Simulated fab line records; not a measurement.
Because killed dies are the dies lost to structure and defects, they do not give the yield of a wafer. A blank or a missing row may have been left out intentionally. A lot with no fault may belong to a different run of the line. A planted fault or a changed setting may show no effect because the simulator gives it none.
Chamber matching	flow n5-finfet	3 sister chambers for N5_BEOL_M3_CO_CAP_55 on cvd-co-02
The step material Co, precursor CCTBA/H2, target thk 2 nm, time 102.1 s. 14 wafers are shown with their chamber, then 7 later ones without.

== EACH WAFER AND ITS CHAMBER ==
wafer	chamber	heater-power-w (W)
L074.1	0	243
L074.4	1	234
L074.6	0	247
L078.1	0	249
L078.4	0	242
L078.6	1	231
L085.1	1	231
L085.4	0	252
L085.6	2	248
L086.1	1	239
L086.4	0	246
L086.5	2	240
L088.3	2	251
L088.5	1	234

SIGNATURES (means of the wafers above)
reading	chamber 0	chamber 1	chamber 2	scatter within a chamber
heater-power-w	246.50	233.80	246.33	4.01
Rule: a wafer's distance from a chamber is the root of the sum, over the readings, of the square of ((its reading less the chamber's mean) divided by the reading's scatter). If the next closest chamber is less than 2 further off than the closest, the wafer can't be placed; otherwise it belongs to the closest. The scatter: take each reading less its chamber's mean, square it, sum over the shown wafers, divide by the number of wafers less the number of chambers, and take the root.

== WAFERS WITHOUT THEIR CHAMBER ==
wafer	heater-power-w (W)
L088.6	246
L095.1	249
L095.2	232
L095.3	243
L097.2	243
L097.4	246
L097.6	243

== WHICH CHAMBER EACH ONE RAN IN ==
wafer	from the rows above	in truth
L088.6	can't be placed: 2 or 0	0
L095.1	can't be placed: 0 or 2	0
L095.2	1	1
L095.3	can't be placed: 2 or 0 or 1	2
L097.2	can't be placed: 2 or 0 or 1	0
L097.4	can't be placed: 2 or 0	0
L097.6	can't be placed: 2 or 0 or 1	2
Placed correctly: 1 of 7. Cannot be placed on the basis of these rows: 6; the candidates contain the true chamber in 6. 0 placed wrongly.
